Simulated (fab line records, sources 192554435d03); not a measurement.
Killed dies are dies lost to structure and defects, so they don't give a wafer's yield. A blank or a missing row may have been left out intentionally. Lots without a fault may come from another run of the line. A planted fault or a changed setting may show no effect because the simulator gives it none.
fab line records	flow n5_finfet
record: lots: 6	wafers: 16	last_day: 19
route steps=1938 shown BEOL_M6@1245 PASSIVATION@1936
lots that met no fault: taken from a fault-free run of the same line
start_h: start of the lot's first displayed wafer, in hours after the record's first day	wait_h: time in hours since the lot's previous step	" repeats the value in the row above	L1.1+2: a row that stands for several wafers	- no value, or no start was given	* or withheld: withheld	< > ~ a bound
route shown NAME@n: names a module that has steps shown in the file, with the first one's number in the route	usual: mean/standard deviation of fault-free wafers	same: alike in all rows	chamber/n: place in a boat	sites: the reading at each site	_std_site: standard deviation across them	_edge_site: the outer-site mean with the inner-site mean subtracted	radius_mm: for every site, how far away it sits from the centre of the wafer	mask NAME#n: copy n	behind: the tool/chamber that last shaped the wafer	hold: reason for holding the lot/hours on hold/outcome of the hold	device: which transistor (n, p or np) failed to switch	end of line: the tests these same wafers got at the end of their route	a step with no rows: only its recipe	killed: at the first sort, the dies lost to defects and structure; wafer yield is something else	map: dies across one wafer; x = killed, . = not, _ = none there
set.NAME: the setting that was run; set.NAME@STEP: the one run at that earlier step	model.NAME: the simulator's own value behind a step, which no gauge read
certain route steps with their lots: each step a table, each wafer a row
services: when a tool's chamber went out of use (start_h, in hours from the record's first day, below 0 if earlier), for how many hours, and the reason
== steps ==
step: N5_BEOL_M6_PRECLEAN_42
recipe: chemistry: residue_remover	time_s: 60	temp_c: 40
step: N5_BEOL_M6_SRD_43
recipe: time_s: 30	temp_c: 23	rinse_liquid: diw	dry: ipa_marangoni
step: N5_BEOL_M6_CD_MEAS_35
recipe: target_cd_nm: 40	target_cd_y_nm: 28	polarity: opening
usual: cd_nm: 39.6/0.57
lot.wafer	tool	chamber	start_h	wait_h	cd_nm
L375.1	cd_sem-03	-	222.40	0.0	39.8
L375.3	"	-	"	"	39.1
L375.4	"	-	"	"	38.8
L386.1	cd_sem-03	-	273.57	0.0	39.7
L386.2	"	-	"	"	40.1
L386.3	"	-	"	"	40.2
L387.1	cd_sem-01	-	278.12	0.0	39.6
L387.3	"	-	"	"	38.7
L387.4	"	-	"	"	39.8
L389.1	cd_sem-03	-	299.46	0.0	39.9
L389.5	"	-	"	"	39.6
L390.2	cd_sem-02	-	310.37	0.0	39.6
L390.3	"	-	"	"	40.1
L396.2	cd_sem-01	-	355.17	0.0	39.0
L396.3	"	-	"	"	39.6
L396.6	"	-	"	"	38.4
step: N5_BEOL_M6_CURE_75
recipe: temp_c: 370	time_s: 120	ambient: DMADMS/He	material: SiCOH_lowk
usual: lamp_power_pct: 52.32/0.052	wafer_temp_C_max: 371.9/0.75
lot.wafer	tool	chamber	start_h	wait_h	lamp_power_pct	wafer_temp_C_max
L375.1	uv_cure-03	1	222.45	0.0	52.33	371.6
L375.3	"	1	"	"	52.29	371.9
L375.4	"	1	"	"	52.31	372.6
L386.1	uv_cure-02	2	273.87	0.3	52.37	372.4
L386.2	"	2	"	"	52.40	372.3
L386.3	"	2	"	"	52.34	372.5
L387.1	uv_cure-01	2	278.20	0.1	52.34	370.9
L387.3	"	2	"	"	52.24	371.1
L387.4	"	2	"	"	52.26	370.6
L389.1	uv_cure-02	2	299.50	0.0	52.28	372.4
L389.5	"	2	"	"	52.35	371.7
L390.2	uv_cure-01	2	310.59	0.2	52.32	370.8
L390.3	"	2	"	"	52.34	370.8
L396.2	uv_cure-03	1	355.26	0.1	52.23	372.2
L396.3	"	1	"	"	52.37	372.0
L396.6	"	1	"	"	52.30	372.1
step: N5_BEOL_M6_DEGAS_44
recipe: ambient: vacuum	temp_c: 250	time_s: 60
step: N5_BEOL_M6_PRE_CLEAN_45
recipe: gas: H2/He	time_s: 30	temp_c: 250
usual: heater_power_w: 344/35
lot.wafer	tool	chamber	start_h	wait_h	heater_power_w
L375.1	pvd_sputter-03	-	223.05	0.0	310
L375.3	"	-	"	"	280
L375.4	"	-	"	"	378
L386.1	pvd_sputter-02	-	274.30	0.0	316
L386.2	"	-	"	"	370
L386.3	"	-	"	"	352
L387.1	pvd_sputter-03	-	278.97	0.0	293
L387.3	"	-	"	"	324
L387.4	"	-	"	"	379
L389.1	pvd_sputter-03	-	300.10	0.0	315
L389.5	"	-	"	"	290
L390.2	pvd_sputter-02	-	311.08	0.0	357
L390.3	"	-	"	"	342
L396.2	pvd_sputter-01	-	355.57	0.0	358
L396.3	"	-	"	"	340
L396.6	"	-	"	"	352
step: N5_BEOL_M6_ALD_77
recipe: material: TaN	target_thk_a: 20	temp_c: 275	ald_precursor_family: PDMAT	ald_co_reactant: NH3	pressure_torr: 3	carrier_flow_sccm: 1500	pulse_time_s: 2	purge_time_s: 3	co_reactant_purge_time_s: 2	co_reactant_pulse_time_s: 3	ald_cycles: 40	precursor_vessel_temp_c: 75	precursor_vessel_pressure_torr: 26.25	precursor_vessel_carrier_sccm: 1000
usual: heater_power_w: 400/38
lot.wafer	tool	chamber	start_h	wait_h	heater_power_w
L375.1	ald_metal-04	2	223.13	0.1	405
L375.3	"	0	"	"	408
L375.4	"	2	"	"	403
L386.1	ald_metal-03	1	274.59	0.3	407
L386.2	"	2	"	"	422
L386.3	"	0	"	"	431
L387.1	ald_metal-03	1	279.05	0.1	399
L387.3	"	0	"	"	435
L387.4	"	2	"	"	415
L389.1	ald_metal-03	0	300.16	0.0	431
L389.5	"	3	"	"	391
L390.2	ald_metal-03	3	311.16	0.1	407
L390.3	"	1	"	"	420
L396.2	ald_metal-03	0	355.63	0.0	418
L396.3	"	3	"	"	402
L396.6	"	2	"	"	419
step: N5_BEOL_M6_SURFACE_TREAT_79
recipe: gas: Ar	time_s: *	ion_energy_ev: *	ion_current_ma_cm2: 0.5	pressure_mtorr: *	ar_flow_sccm: 30
usual: throttle_valve_pct: *
lot.wafer	tool	chamber	start_h	wait_h	throttle_valve_pct
L375.1	pvd_sputter-03	-	223.43	0.2	*
L375.3	"	-	"	"	*
L375.4	"	-	"	"	*
L386.1	pvd_sputter-03	-	274.91	0.2	*
L386.2	"	-	"	"	*
L386.3	"	-	"	"	*
L387.1	pvd_sputter-02	-	279.44	0.3	*
L387.3	"	-	"	"	*
L387.4	"	-	"	"	*
L389.1	pvd_sputter-03	-	300.54	0.2	*
L389.5	"	-	"	"	*
L390.2	pvd_sputter-02	-	311.68	0.4	*
L390.3	"	-	"	"	*
L396.2	pvd_sputter-01	-	355.95	0.2	*
L396.3	"	-	"	"	*
L396.6	"	-	"	"	*
step: N5_BEOL_M6_CVD_78
recipe: material: Co	target_thk_a: 20	temp_c: withheld	precursor: CCTBA/H2	pressure_torr: 30	time_s: 142.3
step: N5_BEOL_M6_SPUTTER_48
recipe: material: Cu	target_thk_a: 100	temp_c: -20	bias_v: 60	power_w: 26000	chamber_pressure_pa: 0.13	time_s: 1.667
usual: substrate_temp_c: -20.00/0.11	throttle_valve_pct: 30.5/0.92
lot.wafer	tool	chamber	start_h	wait_h	substrate_temp_c	throttle_valve_pct
L375.1	pvd_sputter-02	-	224.11	0.3	-20.31	29.5
L375.3	"	-	"	"	-19.99	31.8
L375.4	"	-	"	"	-20.04	30.5
L386.1	pvd_sputter-03	-	275.33	0.1	-19.96	31.6
L386.2	"	-	"	"	-20.11	31.2
L386.3	"	-	"	"	-20.12	30.1
L387.1	pvd_sputter-02	-	279.70	0.1	-20.24	30.3
L387.3	"	-	"	"	-19.85	31.9
L387.4	"	-	"	"	-20.01	30.0
L389.1	pvd_sputter-02	-	300.93	0.1	-19.82	31.9
L389.5	"	-	"	"	-19.90	31.7
L390.2	pvd_sputter-02	-	312.50	0.3	-19.92	31.7
L390.3	"	-	"	"	-20.09	29.6
L396.2	pvd_sputter-03	-	356.12	0.1	-20.07	30.0
L396.3	"	-	"	"	-20.00	31.6
L396.6	"	-	"	"	-19.96	31.1
step: N5_BEOL_M6_ECD_50
recipe: material: Cu	target_thk_a: 3000
step: N5_BEOL_M6_ANNEAL_51
recipe: temp_c: 225	time_s: 90	ambient: N2
step: N5_BEOL_M6_CMP_52
recipe: stop_on: SiCOH_lowk	t_overpolish_s: 6.9	down_force_psi: 1	platen_rpm: 50	clearing_platen_down_force_psi: 1.5	clearing_platen_rpm: 50	post_cmp_clean: cu_alkaline	target_thk_nm: 80	clearing_platen_pad_velocity_m_s: 0.99484	pad_velocity_m_s: 0.99484
usual: barrier_field_endpoint_s: 28.8/0.61	motor_current_A: 6.2/0.61	overpolish_run_s: 6.900/0.0091	retaining_ring_pressure_frac: 0.999/0.005	time_to_endpoint_s: 61.6/2.6
lot.wafer	tool	chamber	start_h	wait_h	barrier_field_endpoint_s	motor_current_A	overpolish_run_s	retaining_ring_pressure_frac	time_to_endpoint_s
L375.3	cmp-02	1	224.69	0.2	28.4	5.8	6.901	1.005	65.1
L375.1	"	2	"	"	28.0	6.1	6.886	0.994	58.5
L375.4	"	3	"	"	28.1	7.2	6.911	1.001	59.2
L386.3	cmp-02	3	275.84	0.2	27.6	6.6	6.902	1.002	59.5
L386.2	"	0	"	"	28.8	6.8	6.890	0.990	61.6
L386.1	"	1	"	"	29.4	6.3	6.912	1.001	65.7
L387.1	cmp-04	0	281.04	0.3	28.8	4.7	6.898	1.008	63.5
L387.4	"	1	"	"	30.0	7.4	6.885	0.992	65.8
L387.3	"	2	"	"	29.5	5.7	6.914	1.000	64.2
L389.1	cmp-04	1	304.37	0.4	28.2	6.9	6.908	0.997	60.2
L389.5	"	3	"	"	15.8	6.0	6.904	0.999	31.9
L390.3	cmp-04	0	315.35	0.2	15.7	5.0	6.899	1.002	31.6
L390.2	"	2	"	"	29.8	5.9	6.898	1.008	62.1
L396.2	cmp-02	2	356.63	0.2	28.9	6.5	6.894	1.001	58.7
L396.3	"	1	"	"	29.6	6.2	6.911	0.996	63.5
L396.6	"	2	"	"	28.5	6.1	6.889	0.997	59.8
step: N5_PASSIVATION_PROBE_49
usual: defect_limited_yield: 91.6/1.4	killed_at_M0_to_M3: 35/10	killed_at_M4_up: 13/4.8	killed_at_contacts: 12/7.2	killed_at_front_end: 36/12	killed_at_other: 4/3.1	killed_dies: 100/17	killed_open: 66/13	killed_short: 32/7.3	sort_bin_5_function: 5.0/0.94	sort_bin_6_memory: 3.1/0.67	sort_n_pass: 1080/17	sort_yield_pct: 91.6/1.4
same: gross_dies: 1180	killed_at_back_side: 0	sort_bin_4_leakage[%]: 0	sort_bin_8_speed[%]: 0
lot.wafer	tool	chamber	start_h	wait_h	defect_limited_yield[%]	killed_at_M0_to_M3	killed_at_M4_up	killed_at_contacts	killed_at_front_end	killed_at_other	killed_dies	killed_open	killed_short	sort_bin_5_function[%]	sort_bin_6_memory[%]	sort_n_pass	sort_yield_pct[%]
L386.1	prober-02	-	376.75	0.0	91.9	40	9	12	29	5	95	62	33	4.8	3.1	1085	91.9
L386.2	prober-02	-	376.80	0.1	90.8	29	9	15	43	13	109	79	30	5.3	3.7	1071	90.8
L386.3	prober-02	-	376.85	0.1	91.4	26	17	5	44	10	102	54	47	5.0	3.1	1078	91.4
L387.1	prober-02	-	377.05	0.3	91.7	40	5	14	35	4	98	59	39	5.0	3.1	1082	91.7
L387.3	prober-02	-	377.15	0.4	91.1	35	17	5	39	9	105	65	40	4.7	3.8	1075	91.1
L387.4	prober-02	-	377.20	0.5	88.6	54	11	8	55	6	134	92	41	6.9	4.3	1046	88.6
L389.1	prober-02	-	407.17	0.0	92.1	39	18	6	28	2	93	72	19	4.8	2.9	1087	92.1
L389.5	prober-02	-	407.37	0.2	90.3	49	14	11	38	2	114	77	36	6.0	3.1	1066	90.3
L390.2	prober-02	-	418.19	0.1	92.6	26	8	17	34	2	87	49	35	4.2	3.0	1093	92.6
L390.3	prober-02	-	418.24	0.1	91.4	34	19	15	29	5	102	79	22	5.3	3.2	1078	91.4
L396.2	prober-02	-	443.75	0.1	92.0	33	7	8	45	1	94	57	36	4.4	3.3	1086	92.0
L396.3	prober-02	-	443.80	0.1	92.7	16	14	14	42	0	86	43	41	4.1	3.0	1094	92.7
L396.6	prober-02	-	443.95	0.3	89.7	28	14	12	66	1	121	84	35	6.4	3.6	1059	89.7
killed by level:class
L386.1 MOL_CONTACT_COAG:geometric_particle:open=9 BEOL_M0_SAQP:geometric_particle:open=8 BEOL_M3:geometric_particle:open=8 BEOL_M0_SAQP:geometric_particle:short=8 BEOL_M0:geometric_particle:open=7 FIN_SAQP:geometric_particle:open=5 STARTING-WAFER:geometric_particle:short=5 FIN_SAQP:geometric_particle:short=4
L386.2 FIN_SAQP:geometric_particle:open=18 MOL_CONTACT_COAG:geometric_particle:open=14 STI_FIN_REVEAL:geometric_particle:open=6 BEOL_M0_SAQP:geometric_particle:open=6 MIM_TOP_ETCH:geometric_particle:open=6 BEOL_M1:geometric_particle:open=5 MIM_TOP_ETCH:geometric_particle:short=5 FIN_SAQP:geometric_particle:short=4
L386.3 BEOL_M0_SAQP:geometric_particle:short=13 STI_FIN_REVEAL:geometric_particle:open=10 BEOL_M0_SAQP:geometric_particle:open=6 BEOL_M4:geometric_particle:open=6 GATE_CUT:geometric_particle:short=5 ILD0:geometric_particle:short=4 BEOL_M4:geometric_particle:short=4 FIN_SAQP:geometric_particle:short=3
L387.1 MOL_CONTACT_COAG:geometric_particle:open=12 FIN_SAQP:geometric_particle:short=11 BEOL_M3:geometric_particle:open=9 BEOL_M0_SAQP:geometric_particle:open=8 BEOL_M0_SAQP:geometric_particle:short=7 FIN_SAQP:geometric_particle:open=6 BEOL_M3:geometric_particle:short=5 FIN_CUT:geometric_particle:short=3
L387.3 FIN_SAQP:geometric_particle:open=13 BEOL_M4:geometric_particle:open=13 FIN_SAQP:geometric_particle:short=8 BEOL_M2:geometric_particle:open=7 BEOL_M0_SAQP:geometric_particle:short=7 BEOL_M1:geometric_particle:short=6 BEOL_M1:geometric_particle:open=6 MOL_CONTACT_COAG:geometric_particle:open=5
L387.4 BEOL_M0_SAQP:geometric_particle:open=19 FIN_SAQP:geometric_particle:open=16 STI_FIN_REVEAL:geometric_particle:open=15 BEOL_M0_SAQP:geometric_particle:short=11 BEOL_M3:geometric_particle:open=9 FIN_SAQP:geometric_particle:short=7 MOL_CONTACT_COAG:geometric_particle:open=6 BEOL_M2:geometric_particle:open=6
L389.1 BEOL_M4:geometric_particle:open=12 BEOL_M0_SAQP:geometric_particle:open=9 BEOL_M3:geometric_particle:open=9 BEOL_M1:geometric_particle:open=7 BEOL_M0_SAQP:geometric_particle:short=6 BEOL_M2:geometric_particle:open=6 STI_FIN_REVEAL:geometric_particle:open=5 DUMMY_GATE:geometric_particle:open=5
L389.5 BEOL_M0_SAQP:geometric_particle:short=14 BEOL_M0_SAQP:geometric_particle:open=12 BEOL_M2:geometric_particle:open=12 FIN_SAQP:geometric_particle:open=10 STI_FIN_REVEAL:geometric_particle:open=7 MOL_CONTACT_COAG:geometric_particle:open=7 BEOL_M4:geometric_particle:open=6 MOL_CONTACT_COAG:geometric_particle:short=4
L390.2 MOL_CONTACT_COAG:geometric_particle:open=14 BEOL_M2:geometric_particle:open=7 BEOL_M2:geometric_particle:short=7 DUMMY_GATE:geometric_particle:open=6 FIN_SAQP:geometric_particle:short=5 GATE_CUT:geometric_particle:open=4 BEOL_M0:geometric_particle:short=4 MOL_CONTACT_COAG:geometric_particle:short=3
L390.3 MOL_CONTACT_COAG:geometric_particle:open=14 BEOL_M1:geometric_particle:open=13 BEOL_M4:geometric_particle:open=9 BEOL_M8:geometric_particle:open=9 FIN_SAQP:geometric_particle:open=6 BEOL_M0_SAQP:geometric_particle:open=5 BEOL_M2:geometric_particle:open=4 FIN_SAQP:geometric_particle:short=3
L396.2 FIN_SAQP:geometric_particle:short=10 BEOL_M1:geometric_particle:open=10 FIN_SAQP:geometric_particle:open=9 BEOL_M0_SAQP:geometric_particle:short=9 STI_FIN_REVEAL:geometric_particle:open=8 MOL_CONTACT_COAG:geometric_particle:open=8 BEOL_M0_SAQP:geometric_particle:open=5 STI_FIN_REVEAL:geometric_particle:short=4
L396.3 FIN_SAQP:geometric_particle:short=12 MOL_CONTACT_COAG:geometric_particle:open=11 GATE_CUT:geometric_particle:short=7 BEOL_M1:geometric_particle:open=6 BEOL_M4:geometric_particle:open=5 BEOL_M4:geometric_particle:short=4 FIN_SAQP:geometric_particle:open=3 MOL_CONTACT_COAG:geometric_particle:short=3
L396.6 FIN_SAQP:geometric_particle:open=20 FIN_SAQP:geometric_particle:short=16 STI_FIN_REVEAL:geometric_particle:open=12 MOL_CONTACT_COAG:geometric_particle:open=9 BEOL_M4:geometric_particle:open=9 BEOL_M1:geometric_particle:open=8 BEOL_M0_SAQP:geometric_particle:open=7 BEOL_M2:geometric_particle:open=6
== services ==
tool	chamber	start_h	hours	kind
uv_cure-01	-	211.68	0.5	repair
uv_cure-02	-	216.82	3.4	pm
ald_metal-04	1	220.16	18.0	repair
uv_cure-03	-	230.15	0.9	repair
ald_metal-03	-	238.23	6.0	pm
uv_cure-03	-	240.04	22.2	pm
pvd_sputter-01	-	272.01	0.5	repair
uv_cure-03	-	278.17	1.0	pm
ald_metal-03	-	281.16	1.4	repair
uv_cure-02	-	285.79	2.4	repair
uv_cure-01	-	293.71	1.0	pm
cmp-04	-	296.05	0.3	repair
ald_metal-03	-	310.46	0.6	repair
cmp-04	-	315.94	0.9	repair
cmp-02	-	319.88	12.0	pm
cmp-04	-	322.00	0.2	repair
ald_metal-04	0	325.42	3.8	repair
ald_metal-04	-	325.85	1.7	repair
ald_metal-04	-	337.25	14.0	pm
ald_metal-04	0	337.25	14.0	vent_cycle
ald_metal-04	1	337.25	14.0	vent_cycle
ald_metal-04	2	337.25	14.0	vent_cycle
cmp-02	-	347.14	1.0	repair
cmp-02	-	350.49	4.9	pm
== key ==
first_sign: step: N5_BEOL_M6_CMP_52	reading: barrier_field_endpoint_s	direction: down	sigmas: 21	usual: 28.8	struck: 15.7
effect: step: N5_BEOL_M6_CMP_52	reading: time_to_endpoint_s	direction: down	sigmas: 11	usual: *	struck: *
met_at N5_BEOL_M6_CMP_52
struck_wafers L389.5,L390.3
onset_between 281.04 304.37
fault: kind: process_parameter_drift	tool: cmp-04	chamber: -	onset_h: 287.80	steps: N5_BEOL_M6_CMP_52	channel: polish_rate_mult	offset: 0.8	shape: step	end_h: 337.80	scope: struck_wafers_only
